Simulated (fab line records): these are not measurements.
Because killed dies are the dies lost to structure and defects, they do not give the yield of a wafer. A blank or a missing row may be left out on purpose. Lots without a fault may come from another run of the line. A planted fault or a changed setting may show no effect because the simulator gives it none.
Which tool was responsible? + flow n5-finfet + 24 lots with 72 wafers sampled at 4 steps, on a route of 1938 steps

== WHAT THE GAUGES SHOWED, per wafer ==
N5_BEOL_M8_OCD_MEAS_38. Usual: 92.2 nm for trench-depth-nm, sd 1.7.
| lot  | measured     | on     | trench-depth-nm (nm) | flag |
|------|--------------|--------|----------------------|------|
| L075 | day 9 10:17  | ocd-02 | 93.4 89.3 91.5       |      |
| L074 | day 9 18:27  | ocd-01 | 92.5 93.5 92.0       |      |
| L076 | day 9 23:52  | ocd-01 | 92.4 91.7 92.6       |      |
| L077 | day 10 06:46 | ocd-02 | 92.9 90.1 89.5       |      |
| L080 | day 10 10:33 | ocd-02 | 92.9 92.7 90.2       |      |
| L078 | day 10 10:43 | ocd-01 | 90.1 93.1 92.8       |      |
| L079 | day 10 17:04 | ocd-01 | 90.4 93.2 93.9       |      |
| L081 | day 11 08:10 | ocd-01 | 94.8 90.7 90.1       |      |
| L083 | day 11 11:16 | ocd-02 | 92.7 91.7 93.2       |      |
| L082 | day 11 13:42 | ocd-01 | 89.7 89.1 90.4       |      |
| L085 | day 11 20:14 | ocd-02 | 89.6 93.0 91.9       |      |
| L086 | day 12 10:45 | ocd-01 | 92.8 93.7 93.3       |      |
| L084 | day 12 11:22 | ocd-02 | 90.1 92.5 92.8       |      |
| L087 | day 12 18:07 | ocd-02 | 92.5 93.2 91.8       |      |
| L089 | day 13 13:43 | ocd-01 | 93.5 89.8 95.0       |      |
| L088 | day 13 15:40 | ocd-02 | 94.2 93.5 92.9       |      |
| L090 | day 13 22:22 | ocd-02 | 89.1 94.9 93.2       |      |
| L091 | day 14 02:28 | ocd-02 | 94.5 93.4 94.5       |      |
| L093 | day 14 05:34 | ocd-01 | 89.1 89.8 93.0       |      |
| L094 | day 14 11:34 | ocd-01 | 94.9 89.6 94.2       |      |
| L092 | day 14 15:20 | ocd-01 | 90.6 88.5 92.5       |      |
| L095 | day 14 18:17 | ocd-01 | 93.5 90.5 93.4       |      |
| L096 | day 14 23:06 | ocd-02 | 93.4 89.5 94.0       |      |
| L097 | day 15 01:20 | ocd-01 | 93.6 93.9 93.2       |      |

N5_BEOL_M8_CD_MEAS_35 targets a cd of 40 nm. Usual: 39.8 nm for cd-nm, sd 0.77.
| lot  | measured     | on        | cd-nm (nm)     | flag |
|------|--------------|-----------|----------------|------|
| L075 | day 9 10:26  | cd-sem-03 | 40.0 38.6 39.6 |      |
| L074 | day 9 18:36  | cd-sem-01 | 39.5 39.0 39.4 |      |
| L076 | day 10 00:01 | cd-sem-01 | 40.2 39.5 39.3 |      |
| L077 | day 10 06:56 | cd-sem-02 | 40.1 40.9 40.3 |      |
| L080 | day 10 10:42 | cd-sem-03 | 40.1 40.1 39.2 |      |
| L078 | day 10 10:52 | cd-sem-03 | 39.0 40.7 40.3 |      |
| L079 | day 10 17:13 | cd-sem-03 | 39.6 41.1 39.3 |      |
| L081 | day 11 08:19 | cd-sem-01 | 39.7 39.1 38.6 |      |
| L083 | day 11 11:25 | cd-sem-02 | 39.1 39.5 40.1 |      |
| L082 | day 11 13:51 | cd-sem-03 | 39.0 39.1 39.0 |      |
| L085 | day 11 20:23 | cd-sem-02 | 38.8 39.5 40.1 |      |
| L086 | day 12 10:55 | cd-sem-03 | 39.6 41.0 39.9 |      |
| L084 | day 12 11:31 | cd-sem-03 | 40.2 40.3 40.5 |      |
| L087 | day 12 18:17 | cd-sem-01 | 40.3 39.5 40.2 |      |
| L089 | day 13 13:52 | cd-sem-01 | 40.4 41.2 39.2 |      |
| L088 | day 13 15:49 | cd-sem-03 | 40.0 39.1 40.0 |      |
| L090 | day 13 22:32 | cd-sem-03 | 39.3 40.0 39.8 |      |
| L091 | day 14 02:37 | cd-sem-01 | 40.7 40.4 40.8 |      |
| L093 | day 14 05:44 | cd-sem-03 | 38.8 38.2 38.4 |      |
| L094 | day 14 11:43 | cd-sem-01 | 40.1 40.5 39.0 |      |
| L092 | day 14 15:35 | cd-sem-03 | 40.1 38.8 39.9 |      |
| L095 | day 14 18:26 | cd-sem-01 | 41.9 40.2 41.1 |      |
| L096 | day 14 23:21 | cd-sem-03 | 39.3 39.2 40.1 |      |
| L097 | day 15 01:35 | cd-sem-03 | 40.3 40.6 40.7 |      |

== EACH LOT AND THE TOOL THAT RAN IT (in order: tool; ch and the chambers of the sampled wafers; start) ==
| lot  | N5_BEOL_M8_TRENCH_ETCH_37                     | N5_BEOL_M8_STRIP_80                           |
|------|-----------------------------------------------|-----------------------------------------------|
| L075 | rie-diel-04 ch 0,2,3, day 9 10:17 or earlier  | rie-diel-04 ch 0,2,3, day 9 10:17 or earlier  |
| L074 | rie-diel-03 ch 0,2,3, day 9 18:27 or earlier  | rie-diel-03 ch 0,2,3, day 9 18:27 or earlier  |
| L076 | rie-diel-06 ch 2,3, day 9 23:52 or earlier    | rie-diel-06 ch 2,3, day 9 23:52 or earlier    |
| L077 | rie-diel-03 ch 1,3, day 10 06:46 or earlier   | rie-diel-03 ch 1,3, day 10 06:46 or earlier   |
| L080 | rie-diel-03 ch 0,1,2, day 10 10:33 or earlier | rie-diel-03 ch 0,1,2, day 10 10:33 or earlier |
| L078 | rie-diel-04 ch 1,2,3, day 10 10:43 or earlier | rie-diel-04 ch 1,2,3, day 10 10:43 or earlier |
| L079 | rie-diel-03 ch 0,1,2, day 10 17:04 or earlier | rie-diel-03 ch 0,1,2, day 10 17:04 or earlier |
| L081 | rie-diel-04 ch 0,1,2, day 11 08:10 or earlier | rie-diel-04 ch 0,1,2, day 11 08:10 or earlier |
| L083 | rie-diel-06 ch 0,1, day 11 11:16 or earlier   | rie-diel-06 ch 0,1, day 11 11:16 or earlier   |
| L082 | rie-diel-04 ch 0,1, day 11 13:42 or earlier   | rie-diel-04 ch 0,1, day 11 13:42 or earlier   |
| L085 | rie-diel-03 ch 1,2, day 11 20:14 or earlier   | rie-diel-03 ch 1,2, day 11 20:14 or earlier   |
| L086 | rie-diel-06 ch 1,2, day 12 10:45 or earlier   | rie-diel-06 ch 1,2, day 12 10:45 or earlier   |
| L084 | rie-diel-03 ch 1,2,3, day 12 11:22 or earlier | rie-diel-03 ch 1,2,3, day 12 11:22 or earlier |
| L087 | rie-diel-06 ch 2,3, day 12 18:07 or earlier   | rie-diel-06 ch 2,3, day 12 18:07 or earlier   |
| L089 | rie-diel-04 ch 0,2,3, day 13 13:43 or earlier | rie-diel-04 ch 0,2,3, day 13 13:43 or earlier |
| L088 | rie-diel-03 ch 0,2, day 13 15:40 or earlier   | rie-diel-03 ch 0,2, day 13 15:40 or earlier   |
| L090 | rie-diel-04 ch 0,2,3, day 13 22:22 or earlier | rie-diel-04 ch 0,2,3, day 13 22:22 or earlier |
| L091 | rie-diel-06 ch 1,2, day 14 02:28 or earlier   | rie-diel-06 ch 1,2, day 14 02:28 or earlier   |
| L093 | rie-diel-04 ch 0,1,2, day 14 05:34 or earlier | rie-diel-04 ch 0,1,2, day 14 05:34 or earlier |
| L094 | rie-diel-04 ch 1,2, day 14 11:34 or earlier   | rie-diel-04 ch 1,2, day 14 11:34 or earlier   |
| L092 | rie-diel-04 ch 0,1,3, day 14 15:20 or earlier | rie-diel-04 ch 0,1,3, day 14 15:20 or earlier |
| L095 | rie-diel-03 ch 0,1,3, day 14 18:17 or earlier | rie-diel-03 ch 0,1,3, day 14 18:17 or earlier |
| L096 | rie-diel-04 ch 1,2,3, day 14 23:06 or earlier | rie-diel-04 ch 1,2,3, day 14 23:06 or earlier |
| L097 | rie-diel-04 ch 2,3, day 15 01:20 or earlier   | rie-diel-04 ch 2,3, day 15 01:20 or earlier   |
- N5_BEOL_M8_TRENCH_ETCH_37: etches SiCOH lowk in C4F6/O2, target depth 93.478 nm, time 31.2 s.
- N5_BEOL_M8_STRIP_80: strips in N2/H2, time 10 s.

== AS READ BY THE TOOLS THEMSELVES (means over the sampled wafers that have a number; for cases with no such wafer, the mark the record gives instead) ==
N5_BEOL_M8_TRENCH_ETCH_37. Usual: C4F6_flow_sccm 10.000 sccm, standard deviation 0.029; chamber-pressure-mTorr 30.001 mTorr, standard deviation 0.027; drypump-motor-current-A 6.0 A, standard deviation 0.38; oes-product-au 0.78 a.u., standard deviation 0.095; rf-vpp-V 666 V, standard deviation 21; showerhead-plenum-p-Torr 2.84 Torr, standard deviation 0.086; throttle-valve-pct 20.84 %, standard deviation 0.28.
| lot  | tool        | C4F6_flow_sccm (sccm) | chamber-pressure-mTorr (mTorr) | drypump-motor-current-A (A) | oes-product-au (a.u.) | rf-vpp-V (V) | showerhead-plenum-p-Torr (Torr) | throttle-valve-pct (%) | flag |
|------|-------------|-----------------------|--------------------------------|-----------------------------|-----------------------|--------------|---------------------------------|------------------------|------|
| L075 | rie-diel-04 | 9.983                 | 29.996                         | 5.9                         | 0.74                  | 657          | 2.79                            | 20.68                  |      |
| L074 | rie-diel-03 | 9.978                 | 29.997                         | 6.1                         | 0.83                  | 675          | 2.88                            | 21.18                  |      |
| L076 | rie-diel-06 | 10.021                | 29.995                         | 5.8                         | 0.88                  | 643          | 2.81                            | 20.84                  |      |
| L077 | rie-diel-03 | 10.021                | 30.003                         | 5.6                         | 0.70                  | 668          | 2.89                            | 20.90                  |      |
| L080 | rie-diel-03 | 9.993                 | 29.990                         | 5.9                         | 0.81                  | 687          | 2.92                            | 21.05                  |      |
| L078 | rie-diel-04 | 9.991                 | 29.984                         | 6.2                         | 0.74                  | 678          | 2.85                            | 20.73                  |      |
| L079 | rie-diel-03 | 9.978                 | 30.004                         | 5.9                         | 0.80                  | 686          | 2.92                            | 21.05                  |      |
| L081 | rie-diel-04 | 10.005                | 29.990                         | 6.1                         | 0.73                  | 670          | 2.78                            | 20.76                  |      |
| L083 | rie-diel-06 | 10.008                | 30.024                         | 6.3                         | 0.86                  | 645          | 2.97                            | 20.93                  |      |
| L082 | rie-diel-04 | 10.006                | 30.004                         | 6.2                         | 0.69                  | 661          | 2.75                            | 20.72                  |      |
| L085 | rie-diel-03 | 10.011                | 30.008                         | 5.7                         | 0.81                  | 680          | 2.93                            | 21.04                  |      |
| L086 | rie-diel-06 | 10.001                | 29.999                         | 6.4                         | 0.90                  | 656          | 2.85                            | 20.65                  |      |
| L084 | rie-diel-03 | 10.011                | 30.038                         | 5.8                         | 0.75                  | 668          | 2.89                            | 21.06                  |      |
| L087 | rie-diel-06 | 9.997                 | 30.005                         | 5.8                         | 0.84                  | 644          | 2.80                            | 20.88                  |      |
| L089 | rie-diel-04 | 10.010                | 30.004                         | 5.9                         | 0.81                  | 658          | 2.77                            | 20.59                  |      |
| L088 | rie-diel-03 | 9.961                 | 30.008                         | 6.0                         | 0.84                  | 685          | 2.91                            | 21.23                  |      |
| L090 | rie-diel-04 | 10.036                | 29.982                         | 5.9                         | 0.81                  | 657          | 2.77                            | 20.58                  |      |
| L091 | rie-diel-06 | 9.985                 | 30.013                         | 6.2                         | 0.89                  | 646          | 2.81                            | 20.74                  |      |
| L093 | rie-diel-04 | 9.989                 | 30.004                         | 6.1                         | 0.71                  | 669          | 2.77                            | 20.80                  |      |
| L094 | rie-diel-04 | 9.975                 | 29.996                         | 5.9                         | 0.74                  | 677          | 2.80                            | 20.83                  |      |
| L092 | rie-diel-04 | 9.985                 | 30.019                         | 6.3                         | 0.77                  | 669          | 2.81                            | 20.59                  |      |
| L095 | rie-diel-03 | 9.976                 | 29.989                         | 6.0                         | 0.72                  | 674          | 2.87                            | 21.11                  |      |
| L096 | rie-diel-04 | 10.003                | 30.009                         | 6.2                         | 0.79                  | 677          | 2.83                            | 20.63                  |      |
| L097 | rie-diel-04 | 9.990                 | 29.988                         | 5.8                         | 0.82                  | 666          | 2.79                            | 20.64                  |      |

N5_BEOL_M8_STRIP_80. Usual: chamber-pressure-mTorr 19.998 mTorr, standard deviation 0.024; drypump-motor-current-A 6.0 A, standard deviation 0.39; oes-product-au 0.79 a.u., standard deviation 0.093; rf-vpp-V 59.1 V, standard deviation 0.83; showerhead-plenum-p-Torr 2.55 Torr, standard deviation 0.08; throttle-valve-pct 23.7 %, standard deviation 0.38.
| lot  | tool        | chamber-pressure-mTorr (mTorr) | drypump-motor-current-A (A) | oes-product-au (a.u.) | rf-vpp-V (V) | showerhead-plenum-p-Torr (Torr) | throttle-valve-pct (%) | flag |
|------|-------------|--------------------------------|-----------------------------|-----------------------|--------------|---------------------------------|------------------------|------|
| L075 | rie-diel-04 | 19.989                         | 5.9                         | 0.74                  | 59.0         | 2.50                            | 23.5                   |      |
| L074 | rie-diel-03 | 20.024                         | 6.1                         | 0.84                  | 59.1         | 2.58                            | 24.2                   |      |
| L076 | rie-diel-06 | 20.024                         | 5.8                         | 0.87                  | 58.5         | 2.51                            | 23.8                   |      |
| L077 | rie-diel-03 | 19.981                         | 5.6                         | 0.70                  | 59.6         | 2.59                            | 23.8                   |      |
| L080 | rie-diel-03 | 20.000                         | 6.0                         | 0.81                  | 59.4         | 2.60                            | 24.0                   |      |
| L078 | rie-diel-04 | 19.995                         | 6.1                         | 0.74                  | 59.4         | 2.57                            | 23.6                   |      |
| L079 | rie-diel-03 | 20.018                         | 5.9                         | 0.82                  | 60.0         | 2.60                            | 24.0                   |      |
| L081 | rie-diel-04 | 20.011                         | 6.0                         | 0.74                  | 58.5         | 2.50                            | 23.8                   |      |
| L083 | rie-diel-06 | 19.942                         | 6.3                         | 0.87                  | 59.2         | 2.65                            | 23.5                   |      |
| L082 | rie-diel-04 | 20.003                         | 6.2                         | 0.70                  | 58.5         | 2.48                            | 23.7                   |      |
| L085 | rie-diel-03 | 19.998                         | 5.7                         | 0.80                  | 58.8         | 2.59                            | 23.8                   |      |
| L086 | rie-diel-06 | 20.015                         | 6.4                         | 0.90                  | 59.7         | 2.55                            | 23.3                   |      |
| L084 | rie-diel-03 | 20.011                         | 5.7                         | 0.75                  | 58.5         | 2.57                            | 23.9                   |      |
| L087 | rie-diel-06 | 19.988                         | 5.8                         | 0.82                  | 58.3         | 2.50                            | 23.8                   |      |
| L089 | rie-diel-04 | 19.994                         | 5.9                         | 0.81                  | 58.5         | 2.49                            | 23.5                   |      |
| L088 | rie-diel-03 | 20.013                         | 6.0                         | 0.85                  | 59.5         | 2.58                            | 24.1                   |      |
| L090 | rie-diel-04 | 19.983                         | 6.0                         | 0.80                  | 58.9         | 2.49                            | 23.5                   |      |
| L091 | rie-diel-06 | 19.991                         | 6.1                         | 0.88                  | 59.2         | 2.51                            | 23.4                   |      |
| L093 | rie-diel-04 | 20.010                         | 6.0                         | 0.71                  | 58.1         | 2.49                            | 23.8                   |      |
| L094 | rie-diel-04 | 20.011                         | 5.9                         | 0.74                  | 59.0         | 2.51                            | 23.8                   |      |
| L092 | rie-diel-04 | 20.000                         | 6.3                         | 0.77                  | 59.0         | 2.54                            | 23.5                   |      |
| L095 | rie-diel-03 | 19.995                         | 6.0                         | 0.74                  | 59.4         | 2.57                            | 24.1                   |      |
| L096 | rie-diel-04 | 20.001                         | 6.1                         | 0.79                  | 59.6         | 2.56                            | 23.5                   |      |
| L097 | rie-diel-04 | 20.000                         | 5.8                         | 0.81                  | 59.4         | 2.50                            | 23.5                   |      |

== THE ANSWER, worked out from the rows above alone ==
Rule: a lot is off if the mean of its wafers that have a number lies more than 3 standard deviations from the usual mean. A lot without any number at a reading at which 4 lots or more have one is off too. The other lots that the step has rows for count as sound. The gauges are gone through in route order, then the tools' own readings, and for those a lot's mean is taken as printed above. The first step at which some lot is off is used, and at that step the reading that is off furthest; a lot without a number counts as furthest.
No lot is off on any of the readings shown, so nothing can be concluded from this.

== WHAT THE SIMULATOR HAD PUT IN ==
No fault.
